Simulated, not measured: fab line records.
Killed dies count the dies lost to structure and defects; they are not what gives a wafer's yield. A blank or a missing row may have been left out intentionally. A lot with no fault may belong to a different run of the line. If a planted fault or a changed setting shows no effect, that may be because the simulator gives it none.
fab line records	flow n5-finfet
record: lots: 6	wafers: 18	last-day: 17
route steps=1938 shown MOL_CONTACT_COAG@630 BEOL_M0_SAQP@632 BEOL_M4@1111 PASSIVATION@1936
lots with no fault: from the same line, run without faults
start-h: start of the lot's first displayed wafer, in hours after the record's first day	wait-h: hours elapsed since this lot's preceding step	" same as the row above	L1.1+2: several wafers, shown together as one row	- no value, or no start was given	* or withheld: withheld	< > ~ a bound
route shown NAME@n: NAME is a module with steps in the file, n the number in the route of the first one	usual: average and standard deviation across the fault-free wafers	same: alike in all rows	chamber/n: place in a boat	sites: readings site by site	_std_site: standard deviation across them	_edge_site: outer sites' mean less inner sites'	radius-mm: for every site, how far away it sits from the centre of the wafer	mask NAME#n: copy n	behind: the last tool/chamber to shape the wafer	hold: cause of the lot's hold/its duration in hours/its outcome	device: the n, p or np transistor that did not switch	end of line: the tests these same wafers got at the end of their route	where a step has no rows: the recipe by itself	killed: not the wafer's yield, but the dies lost to structure and defects at the first sort	map: the dies of a wafer, with x for killed, . for not killed, _ for no die there
set.NAME: setting as actually run; set.NAME@STEP: the setting as run at that earlier step	model.NAME: the simulator's own value behind a step, which no gauge read
lots at selected steps of the route; one table per step, one row per wafer
services: a tool's chamber out of use, with start hour (start-h, from the record's first day; less than 0 if before it), hours out, and reason
== steps ==
step: N5_MOL_CONTACT_COAG_INSPECT_97
recipe: inspect-instrument: darkfield	mode: post-anneal
usual: raw-defect-count: 45/14
lot.wafer	tool	chamber	start-h	wait-h	raw-defect-count
L485.2	defect-inspect-01	-	159.60	0.0	50
L485.3	"	-	"	"	23
L485.6	"	-	"	"	29
L486.3	defect-inspect-02	-	169.52	0.1	73
L486.4	"	-	"	"	82
L486.6	"	-	"	"	47
L489.2	defect-inspect-01	-	186.38	0.1	35
L489.3	"	-	"	"	46
L489.5	"	-	"	"	33
L493.2	defect-inspect-01	-	206.61	0.1	24
L493.4	"	-	"	"	63
L493.5	"	-	"	"	86
L497.2	defect-inspect-01	-	235.00	0.0	48
L497.4	"	-	"	"	54
L497.5	"	-	"	"	46
L499.4	defect-inspect-01	-	245.23	0.1	54
L499.5	"	-	"	"	69
L499.6	"	-	"	"	35
step: N5_BEOL_M0_SAQP_PECVD_00
recipe: material: SiCN	target-thk-a: 80	temp-c: withheld	precursor: 3MS/NH3	pressure-torr: 3	rf-w: 202	time-s: 14
step: N5_BEOL_M0_SAQP_ILD_DEP_01
recipe: material: SiOC	target-thk-a: 454.19	temp-c: 350	precursor: DEMS/O2	pressure-torr: 5	rf-w: 500	time-s: 8.7
step: N5_BEOL_M0_SAQP_HM_DEP_02
recipe: material: TiN	target-thk-a: 120	temp-c: 25	chamber-pressure-pa: 0.49996
usual: throttle-valve-pct: 30.4/0.68
lot.wafer	tool	chamber	start-h	wait-h	throttle-valve-pct
L485.2	pvd-sputter-03	-	160.91	1.0	31.0
L485.3	"	-	"	"	29.5
L485.6	"	-	"	"	30.6
L486.3	pvd-sputter-02	-	170.38	0.5	31.0
L486.4	"	-	"	"	29.5
L486.6	"	-	"	"	29.2
L489.2	pvd-sputter-03	-	187.69	0.9	30.6
L489.3	"	-	"	"	30.7
L489.5	"	-	"	"	30.3
L493.2	pvd-sputter-03	-	208.30	1.3	30.7
L493.4	"	-	"	"	30.7
L493.5	"	-	"	"	30.6
L497.2	pvd-sputter-02	-	236.01	0.6	29.2
L497.4	"	-	"	"	32.6
L497.5	"	-	"	"	29.3
L499.4	pvd-sputter-03	-	247.28	1.7	30.6
L499.5	"	-	"	"	30.5
L499.6	"	-	"	"	29.6
step: N5_BEOL_M0_SAQP_PECVD_03
recipe: material: SiCN	target-thk-a: 120	temp-c: withheld	precursor: 3MS/NH3	pressure-torr: 3	rf-w: 202	time-s: 21.1
usual: showerhead-plenum-p-Torr: 3.666/0.019	throttle-valve-pct: 8.9/0.56
same: time-s: 21.1
lot.wafer	tool	chamber	start-h	wait-h	showerhead-plenum-p-Torr	throttle-valve-pct
L485.2	pecvd-04	0	161.03	0.1	3.647	10.1
L485.3	"	1	"	"	3.699	9.0
L485.6	"	0	"	"	3.647	10.2
L486.3	pecvd-04	1	170.50	0.1	3.701	8.8
L486.4	"	0	"	"	3.651	9.9
L486.6	"	1	"	"	3.695	8.8
L489.2	pecvd-03	2	187.81	0.1	3.676	8.6
L489.3	"	0	"	"	3.683	8.8
L489.5	"	1	"	"	3.673	8.3
L493.2	pecvd-03	2	208.42	0.1	3.672	8.3
L493.4	"	1	"	"	3.670	8.1
L493.5	"	2	"	"	3.670	8.6
L497.2	pecvd-02	2	236.13	0.1	3.628	8.6
L497.4	"	0	"	"	3.677	9.6
L497.5	"	0	"	"	3.665	9.7
L499.4	pecvd-04	2	247.41	0.1	3.650	8.7
L499.5	"	0	"	"	3.648	10.1
L499.6	"	1	"	"	3.686	9.1
step: N5_BEOL_M0_SAQP_PECVD_96
recipe: material: a-Si	target-thk-a: 450	temp-c: 350	precursor: SiH4/He	pressure-torr: 3	rf-w: 100	time-s: 45.2
step: N5_BEOL_M0_SAQP_PECVD_97
recipe: material: SiNx	target-thk-a: 230	temp-c: 350	precursor: SiH4/NH3/N2	pressure-torr: 1.5	rf-w: 300	time-s: 19.9
usual: heater-power-w: 511/52	showerhead-plenum-p-Torr: 5.15/0.095	throttle-valve-pct: 39.3/2.5
same: time-s: 19.9
lot.wafer	tool	chamber	start-h	wait-h	heater-power-w	showerhead-plenum-p-Torr	throttle-valve-pct
L485.2	pecvd-04	0	161.11	0.0	519	5.06	44.4
L485.3	"	1	"	"	595	5.29	39.4
L485.6	"	0	"	"	532	5.06	44.3
L486.3	pecvd-04	1	170.58	0.0	489	5.29	39.5
L486.4	"	0	"	"	515	5.07	44.4
L486.6	"	1	"	"	505	5.29	39.6
L489.2	pecvd-03	2	187.89	0.0	479	5.15	37.5
L489.3	"	0	"	"	595	5.25	38.7
L489.5	"	1	"	"	490	5.17	36.1
L493.2	pecvd-03	2	208.49	0.0	510	5.15	37.7
L493.4	"	1	"	"	466	5.17	36.2
L493.5	"	2	"	"	493	5.16	37.5
L497.2	pecvd-02	2	236.25	0.0	584	4.95	38.2
L497.4	"	0	"	"	553	5.16	42.8
L497.5	"	0	"	"	526	5.16	42.9
L499.4	pecvd-04	2	247.50	0.0	467	5.04	39.0
L499.5	"	0	"	"	551	5.06	45.3
L499.6	"	1	"	"	599	5.29	39.3
step: N5_BEOL_M0_SAQP_PECVD_04
recipe: material: a-Si	target-thk-a: 600	temp-c: 350	precursor: SiH4/He	pressure-torr: 3	rf-w: 100	time-s: 60.2
usual: heater-power-w: 583/54	showerhead-plenum-p-Torr: 5.67/0.071	throttle-valve-pct: 17.9/1.1
same: time-s: 60.2
lot.wafer	tool	chamber	start-h	wait-h	heater-power-w	showerhead-plenum-p-Torr	throttle-valve-pct
L485.2	pecvd-04	0	161.14	0.0	551	5.61	20.4
L485.3	"	1	"	"	660	5.78	18.1
L485.6	"	0	"	"	562	5.61	20.3
L486.3	pecvd-04	1	170.62	0.0	687	5.79	17.9
L486.4	"	0	"	"	525	5.60	20.3
L486.6	"	1	"	"	669	5.79	18.0
L489.2	pecvd-03	2	187.93	0.0	547	5.68	17.2
L489.3	"	0	"	"	628	5.74	17.6
L489.5	"	1	"	"	523	5.69	16.7
L493.2	pecvd-03	2	208.53	0.0	556	5.68	17.0
L493.4	"	1	"	"	540	5.70	16.6
L493.5	"	2	"	"	554	5.68	17.5
L497.2	pecvd-02	2	236.31	0.0	619	5.53	17.3
L497.4	"	0	"	"	657	5.68	19.4
L497.5	"	0	"	"	676	5.68	19.4
L499.4	pecvd-04	2	247.55	0.0	515	5.60	17.6
L499.5	"	0	"	"	527	5.61	20.7
L499.6	"	1	"	"	596	5.79	17.9
step: N5_BEOL_M0_SAQP_THK_MEAS_05
usual: thk-nm: 59.8/0.82
lot.wafer	tool	chamber	start-h	wait-h	thk-nm
L485.2	film-metro-01	-	161.24	0.1	59.2
L485.3	"	-	"	"	59.4
L485.6	"	-	"	"	60.7
L486.3	film-metro-02	-	170.71	0.1	58.2
L486.4	"	-	"	"	59.4
L486.6	"	-	"	"	60.1
L489.2	film-metro-01	-	188.02	0.1	58.0
L489.3	"	-	"	"	58.4
L489.5	"	-	"	"	59.6
L493.2	film-metro-01	-	208.63	0.1	59.1
L493.4	"	-	"	"	60.6
L493.5	"	-	"	"	59.8
L497.2	film-metro-02	-	236.43	0.1	59.3
L497.4	"	-	"	"	61.4
L497.5	"	-	"	"	61.1
L499.4	film-metro-02	-	247.61	0.0	60.5
L499.5	"	-	"	"	60.1
L499.6	"	-	"	"	61.4
step: N5_BEOL_M0_SAQP_HM_DEP_111
recipe: material: SiO2	target-thk-a: 120	temp-c: 400	precursor: SiH4/N2O	pressure-torr: 0.75	rf-w: 275	time-s: 7.2
usual: heater-power-w: 734/71	showerhead-plenum-p-Torr: 8.14/0.2
same: time-s: 7.2
lot.wafer	tool	chamber	start-h	wait-h	heater-power-w	showerhead-plenum-p-Torr
L485.2	pecvd-03	0	161.28	0.0	818	8.36
L485.3	"	1	"	"	625	8.22
L485.6	"	2	"	"	610	8.15
L486.3	pecvd-02	2	170.75	0.0	747	7.76
L486.4	"	0	"	"	850	8.17
L486.6	"	2	"	"	768	7.77
L489.2	pecvd-03	0	188.06	0.0	757	8.38
L489.3	"	1	"	"	661	8.21
L489.5	"	1	"	"	662	8.21
L493.2	pecvd-02	2	208.67	0.0	708	7.77
L493.4	"	1	"	"	765	8.16
L493.5	"	2	"	"	703	7.79
L497.2	pecvd-04	2	236.47	0.0	706	7.97
L497.4	"	0	"	"	765	7.98
L497.5	"	1	"	"	805	8.47
L499.4	pecvd-02	0	247.67	0.1	823	8.19
L499.5	"	2	"	"	775	7.77
L499.6	"	1	"	"	751	8.14
step: N5_BEOL_M0_SAQP_COAT_81
recipe: resist: SOC	temp-c: 250	time-s: 60	spin-rpm: 1500	resist-thk-nm: 100
step: N5_BEOL_M0_SAQP_COAT_82
recipe: resist: SiARC	temp-c: 220	time-s: 60	spin-rpm: 1500	resist-thk-nm: 30
usual: exhaust-pa: 44.8/0.8	heater-power-total-W: 427.5/2	run-length-s: 65.97/0.18	spin-speed-rpm: 1500.1/1
lot.wafer	tool	chamber	start-h	wait-h	exhaust-pa	heater-power-total-W	run-length-s	spin-speed-rpm
L485.2	litho-track-03	0	161.36	-	44.8	602.2	40.46	1498.8
L485.3	"	0	"	"	45.6	424.1	65.90	1501.4
L485.6	"	0	"	"	45.3	429.2	66.14	1500.1
L486.3	litho-track-03	0	170.83	-	46.8	430.7	66.00	1499.9
L486.4	"	0	"	"	45.4	602.1	40.56	1500.8
L486.6	"	0	"	"	45.9	429.9	65.96	1499.0
L489.2	litho-track-04	0	188.14	-	43.2	427.4	65.70	1498.9
L489.3	"	0	"	"	44.7	429.5	65.70	1498.2
L489.5	"	0	"	"	43.5	427.0	65.65	1501.2
L493.2	litho-track-01	0	208.74	-	45.9	430.8	66.04	1500.2
L493.4	"	0	"	"	44.8	430.5	66.00	1500.3
L493.5	"	0	"	"	43.7	427.6	65.98	1501.5
L497.2	litho-track-01	0	236.55	-	44.7	429.3	66.01	1500.4
L497.4	"	0	"	"	45.1	428.4	66.08	1499.7
L497.5	"	0	"	"	45.2	426.8	65.96	1500.3
L499.4	litho-track-03	0	247.73	-	43.1	430.3	66.15	1499.2
L499.5	"	0	"	"	44.2	424.2	66.14	1501.0
L499.6	"	0	"	"	43.5	426.4	65.95	1500.1
step: N5_BEOL_M0_SAQP_COAT_08
recipe: resist: CAR-ArF	spin-rpm: 1500	resist-thk-nm: 90
step: N5_BEOL_M4_RC_MEAS_101
usual: DIBL_N: 36.2/2	DIBL_P: 36.1/2.4	IOFF_N: 0.16/0.035	IOFF_P: 0.22/0.041	ION_N: 675/14	ION_P: 465/8.6	SS_N: 71.5/0.64	SS_P: 73.2/0.76	VT_N: 250/3.9	VT_P: -249/3.4
lot.wafer	tool	chamber	start-h	wait-h	DIBL_N[mV/V]	DIBL_P[mV/V]	IOFF_N[nA/um]	IOFF_P[nA/um]	ION_N[uA/um]	ION_P[uA/um]	SS_N[mV/dec]	SS_P[mV/dec]	VT_N[mV]	VT_P[mV]
L485.2	prober-02	0	225.34	0.2	33.3	33.7	0.12	0.18	647	453	70.1	72.8	253	-247
L485.3	"	0	"	"	34.5	34.4	0.13	0.19	653	455	70.6	73.2	250	-251
L485.6	"	0	"	"	35.4	34.5	0.15	0.19	671	462	71.1	73.5	251	-252
L486.3	prober-02	0	227.29	0.3	39.9	40.1	0.22	0.27	695	472	72.5	74.0	243	-245
L486.4	"	0	"	"	35.2	33.3	0.12	0.15	671	460	71.5	73.3	252	-253
L486.6	"	0	"	"	36.2	35.1	0.15	0.18	688	465	71.3	72.9	247	-252
L489.2	prober-01	0	256.02	0.2	36.8	37.7	0.16	0.23	687	467	72.1	73.8	248	-248
L489.3	"	0	"	"	40.6	41.0	0.24	0.29	693	469	72.9	73.8	243	-247
L489.5	"	0	"	"	39.8	40.7	0.21	0.27	682	468	72.6	74.4	248	-247
L493.2	prober-02	0	272.44	0.2	36.9	35.5	0.15	0.19	667	455	71.9	73.3	252	-254
L493.4	"	0	"	"	37.5	36.9	0.18	0.23	683	469	72.2	73.4	246	-247
L493.5	"	0	"	"	35.0	33.8	0.13	0.18	679	471	70.1	73.1	254	-251
L497.2	prober-02	0	296.09	0.2	37.0	36.9	0.15	0.18	662	449	71.9	72.8	255	-253
L497.4	"	0	"	"	35.8	35.2	0.11	0.16	657	454	72.1	73.0	260	-257
L497.5	"	0	"	"	33.5	32.6	0.10	0.13	651	449	71.2	72.2	259	-258
L499.4	prober-01	0	315.28	0.5	33.0	33.1	0.11	0.15	665	453	70.3	72.6	258	-256
L499.5	"	0	"	"	33.5	33.3	0.12	0.15	671	453	70.7	72.2	255	-256
L499.6	"	0	"	"	34.9	34.8	0.13	0.17	675	459	71.2	73.0	254	-254
step: N5_PASSIVATION_PROBE_49
usual: defect-limited-yield: 91.1/1.4	killed_at_M0_to_M3: 36/9.9	killed_at_M4_up: 13/5.8	killed-at-contacts: 14/5.9	killed-at-front-end: 39/11	killed-at-other: 3.4/2.9	killed-dies: 105/17	killed-open: 70/13	killed-short: 34/7.3	sort_bin_5_function: 5.3/1	sort_bin_6_memory: 3.3/0.62	sort-n-pass: 1075/17	sort-yield-pct: 91.1/1.4
same: gross-dies: 1180	killed-at-back-side: 0	sort_bin_4_leakage[%]: 0	sort_bin_8_speed[%]: 0
lot.wafer	tool	chamber	start-h	wait-h	defect-limited-yield[%]	killed_at_M0_to_M3	killed_at_M4_up	killed-at-contacts	killed-at-front-end	killed-at-other	killed-dies	killed-open	killed-short	sort_bin_5_function[%]	sort_bin_6_memory[%]	sort-n-pass	sort-yield-pct[%]
L489.2	prober-02	-	353.28	0.1	90.0	55	5	17	38	3	118	78	38	5.5	4.3	1062	90.0
L489.3	prober-02	-	353.33	0.2	90.2	46	17	16	37	0	116	79	36	6.5	3.0	1064	90.2
L489.5	prober-02	-	353.43	0.3	90.4	38	17	23	34	1	113	70	41	5.4	4.1	1067	90.4
L497.2	prober-01	-	400.50	0.1	90.7	48	11	17	32	2	110	82	26	6.4	3.0	1070	90.7
L497.4	prober-01	-	400.60	0.2	87.1	74	16	29	30	3	152	103	48	8.2	4.3	1028	87.1
L497.5	prober-01	-	400.65	0.2	90.9	55	17	16	17	2	107	66	39	5.7	3.3	1073	90.9
killed by level:class
L489.2 BEOL_M3:geometric-particle:open=13 FIN_SAQP:geometric-particle:open=11 BEOL_M1:geometric-particle:open=11 FIN_SAQP:geometric-particle:short=10 MOL_CONTACT_COAG:geometric-particle:open=10 MOL_CONTACT_COAG:geometric-particle:short=7 BEOL_M0_SAQP:geometric-particle:open=7 BEOL_M0_SAQP:geometric-particle:short=7
L489.3 MOL_CONTACT_COAG:geometric-particle:open=14 BEOL_M0_SAQP:geometric-particle:open=13 FIN_SAQP:geometric-particle:open=10 BEOL_M0_SAQP:geometric-particle:short=7 BEOL_M2:geometric-particle:open=6 BEOL_M3:geometric-particle:open=6 FIN_SAQP:geometric-particle:short=5 STI_FIN_REVEAL:geometric-particle:open=5
L489.5 MOL_CONTACT_COAG:geometric-particle:open=16 BEOL_M0_SAQP:geometric-particle:short=11 FIN_SAQP:geometric-particle:open=9 MOL_CONTACT_COAG:geometric-particle:short=7 BEOL_M0:geometric-particle:open=7 BEOL_M1:geometric-particle:open=6 FIN_SAQP:geometric-particle:short=5 BEOL_M2:geometric-particle:open=5
L497.2 MOL_CONTACT_COAG:geometric-particle:open=16 BEOL_M3:geometric-particle:open=16 BEOL_M2:geometric-particle:open=11 FIN_SAQP:geometric-particle:open=8 STI_FIN_REVEAL:geometric-particle:open=7 BEOL_M3:geometric-particle:short=5 BEOL_M0_SAQP:geometric-particle:open=4 BEOL_M5:geometric-particle:open=4
L497.4 MOL_CONTACT_COAG:geometric-particle:open=23 BEOL_M2:geometric-particle:open=20 BEOL_M0_SAQP:geometric-particle:open=17 BEOL_M0_SAQP:geometric-particle:short=12 BEOL_M4:geometric-particle:open=7 BEOL_M3:geometric-particle:open=7 FIN_SAQP:geometric-particle:short=6 MOL_CONTACT_COAG:geometric-particle:short=6
L497.5 BEOL_M0_SAQP:geometric-particle:short=15 MOL_CONTACT_COAG:geometric-particle:open=13 BEOL_M0_SAQP:geometric-particle:open=10 BEOL_M2:geometric-particle:open=9 BEOL_M1:geometric-particle:open=7 BEOL_M3:geometric-particle:open=7 FIN_SAQP:geometric-particle:short=4 BEOL_M4:geometric-particle:open=4
== services ==
tool	chamber	start-h	hours	kind
litho-track-01	-	137.58	-	consumable-replace:filter
pecvd-03	1	137.83	5.5	scheduled-down
pecvd-03	0	143.29	5.5	scheduled-down
litho-track-04	-	152.79	-	consumable-replace:filter
pecvd-02	0	157.82	5.5	scheduled-down
pecvd-03	-	168.28	1.8	repair
pecvd-04	-	205.06	9.1	repair
pecvd-02	1	221.97	20.4	repair
== key ==
first-sign: step: N5_BEOL_M0_SAQP_COAT_82	reading: run-length-s	direction: down	sigmas: 99+	usual: *	struck: *
effect: step: N5_BEOL_M0_SAQP_COAT_82	reading: heater-power-total-W	direction: up	sigmas: 85	usual: *	struck: *
met-at N5_BEOL_M0_SAQP_COAT_82
struck-wafers L485.2,L486.4
baseline-loss: step: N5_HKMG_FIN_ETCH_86	wafers: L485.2
fault: kind: process-parameter-drift	tool: litho-track-03	chamber: -	onset-h: 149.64	steps: N5_BEOL_M0_SAQP_COAT_82	channel: time-s	offset: *	shape: step	end-h: 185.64	scope: struck-wafers-only	acts-in: *	stated: *
baseline-loss: these wafers lose ten dies or more at that step, a loss of the line's own and not of a fault; the sort's usual values leave them out
